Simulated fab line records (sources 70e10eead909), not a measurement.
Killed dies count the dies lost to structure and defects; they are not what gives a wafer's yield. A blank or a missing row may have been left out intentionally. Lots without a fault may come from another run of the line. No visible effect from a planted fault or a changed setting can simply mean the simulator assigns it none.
Matching of chambers || flow nand-harc || NHARC_THIN_TSV_ETCHBACK_48 on rie-diel-13 has 4 sister chambers
The step etches the open film in C4F8/Ar, target depth 1028.5 nm, time 405.17 s. 4 wafers are shown with their chamber, then 7 later ones without.

== WAFERS, EACH WITH ITS CHAMBER ==
{"wafer": "L853.5", "chamber": 0, "rf-vpp-V (V)": 547}
{"wafer": "L859.4", "chamber": 3, "rf-vpp-V (V)": 546}
{"wafer": "L861.1", "chamber": 1, "rf-vpp-V (V)": 548}
{"wafer": "L861.3", "chamber": 2, "rf-vpp-V (V)": 550}

== WAFERS WITH NO CHAMBER GIVEN ==
{"wafer": "L861.6", "rf-vpp-V (V)": 547}
{"wafer": "L866.1", "rf-vpp-V (V)": 548}
{"wafer": "L866.3", "rf-vpp-V (V)": 551}
{"wafer": "L866.4", "rf-vpp-V (V)": 548}
{"wafer": "L867.2", "rf-vpp-V (V)": 547}
{"wafer": "L867.3", "rf-vpp-V (V)": 551}
{"wafer": "L867.4", "rf-vpp-V (V)": 546}

== WHICH CHAMBER EACH ONE RAN IN ==
{"wafer": "L861.6", "from the rows above": "can't be placed: 0 or 1 or 3", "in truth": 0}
{"wafer": "L866.1", "from the rows above": "can't be placed: 1 or 0", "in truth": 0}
{"wafer": "L866.3", "from the rows above": 2, "in truth": 2}
{"wafer": "L866.4", "from the rows above": "can't be placed: 1 or 0", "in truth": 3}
{"wafer": "L867.2", "from the rows above": "can't be placed: 0 or 1 or 3", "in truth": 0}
{"wafer": "L867.3", "from the rows above": 2, "in truth": 2}
{"wafer": "L867.4", "from the rows above": "can't be placed: 3 or 0", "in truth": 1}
Correct placement for 2 of the 7. These rows do not allow placing 5 (true chamber among the candidates in 3). 0 placed wrongly.
How it was worked out, from the rows above alone: a wafer's distance from a chamber is the root of the sum, over the readings, of the square of ((its reading less the chamber's mean) divided by the reading's scatter). If the next closest chamber is less than 2 further off than the closest, the wafer can't be placed; otherwise it belongs to the closest. Each chamber's mean is taken over the wafers shown for it. The scatter: root of mean squared gap, hidden wafer to nearest shown wafer, with one shown wafer a chamber.
